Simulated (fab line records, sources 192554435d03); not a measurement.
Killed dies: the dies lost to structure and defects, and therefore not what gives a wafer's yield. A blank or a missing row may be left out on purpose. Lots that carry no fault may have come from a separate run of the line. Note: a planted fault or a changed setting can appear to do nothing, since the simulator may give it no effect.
Matching of chambers | flow n5Finfet | 4 sister chambers for N5_BEOL_M4_ETCH_63 on rieDiel-06
The step etches SiARC in CF4, target depth 15.6 nm, time 26 s. 22 wafers are shown with their chamber, then 11 later ones without.

== WAFERS PAIRED WITH THEIR CHAMBERS ==
wafer  | chamber | drypumpMotorCurrentA (A) | showerheadPlenumPTorr (Torr) | throttleValvePct (%)
L078.1 | 1       | 5.91                     | 2.21                         | 15.98
L078.5 | 0       | 5.60                     | 2.09                         | 15.19
L078.6 | 3       | 6.04                     | 2.16                         | 15.43
L079.2 | 2       | 5.65                     | 2.18                         | 15.82
L079.4 | 0       | 5.59                     | 2.09                         | 15.19
L079.6 | 3       | 6.05                     | 2.16                         | 15.42
L080.4 | 3       | 6.04                     | 2.15                         | 15.45
L080.5 | 0       | 5.56                     | 2.09                         | 15.20
L080.6 | 2       | 5.66                     | 2.17                         | 15.82
L083.1 | 3       | 6.07                     | 2.15                         | 15.45
L083.3 | 0       | 5.53                     | 2.09                         | 15.20
L083.5 | 0       | 5.55                     | 2.09                         | 15.21
L088.2 | 3       | 6.06                     | 2.15                         | 15.46
L088.4 | 0       | 5.58                     | 2.08                         | 15.25
L088.6 | 3       | 6.06                     | 2.15                         | 15.46
L087.1 | 1       | 5.93                     | 2.21                         | 15.45
L087.4 | 0       | 5.55                     | 2.08                         | 15.24
L087.5 | 0       | 5.57                     | 2.08                         | 15.23
L092.3 | 3       | 6.05                     | 2.15                         | 15.47
L092.4 | 0       | 5.55                     | 2.08                         | 15.23
L092.5 | 1       | 5.94                     | 2.20                         | 15.48
L091.1 | 3       | 6.02                     | 2.15                         | 15.47

SIGNATURES (means of the wafers above)
reading               | chamber 0 | chamber 1 | chamber 2 | chamber 3 | scatter within a chamber
drypumpMotorCurrentA  | 5.5644    | 5.9267    | 5.6550    | 6.0488    | 0.0186
showerheadPlenumPTorr | 2.0856    | 2.2067    | 2.1750    | 2.1525    | 0.00521
throttleValvePct      | 15.2156   | 15.6367   | 15.8200   | 15.4512   | 0.101
Rule: for each reading, subtract the chamber's mean from the wafer's reading, divide by that reading's scatter and square the result; add these up over the readings and take the root, which gives the wafer's distance from the chamber. If the next closest chamber is less than 2 further off than the closest, the wafer can't be placed; otherwise it belongs to the closest. The scatter is the square root of a quotient: the sum, over the shown wafers, of each reading's squared deviation from its chamber's mean, divided by wafers minus chambers.

== WAFERS WITH NO CHAMBER GIVEN ==
wafer  | drypumpMotorCurrentA (A) | showerheadPlenumPTorr (Torr) | throttleValvePct (%)
L091.2 | 5.94                     | 2.20                         | 15.47
L091.6 | 6.04                     | 2.15                         | 15.46
L093.2 | 5.96                     | 2.20                         | 15.50
L093.4 | 5.63                     | 2.08                         | 15.27
L093.5 | 5.59                     | 2.08                         | 15.26
L096.1 | 6.04                     | 2.14                         | 15.51
L096.2 | 5.90                     | 2.20                         | 15.51
L096.3 | 5.54                     | 2.08                         | 15.26
L097.1 | 6.03                     | 2.14                         | 15.51
L097.2 | 5.68                     | 2.16                         | 15.90
L097.6 | 5.94                     | 2.20                         | 15.51

== CHAMBER TAKEN BY EACH ==
wafer  | from the rows above | in truth
L091.2 | 1                   | 1
L091.6 | 3                   | 3
L093.2 | 1                   | 1
L093.4 | 0                   | 0
L093.5 | 0                   | 0
L096.1 | 3                   | 3
L096.2 | 1                   | 1
L096.3 | 0                   | 0
L097.1 | 3                   | 3
L097.2 | 2                   | 2
L097.6 | 1                   | 1
Correct placement for 11 of the 11. Can't be placed from these rows: 0. Placed wrongly: 0.
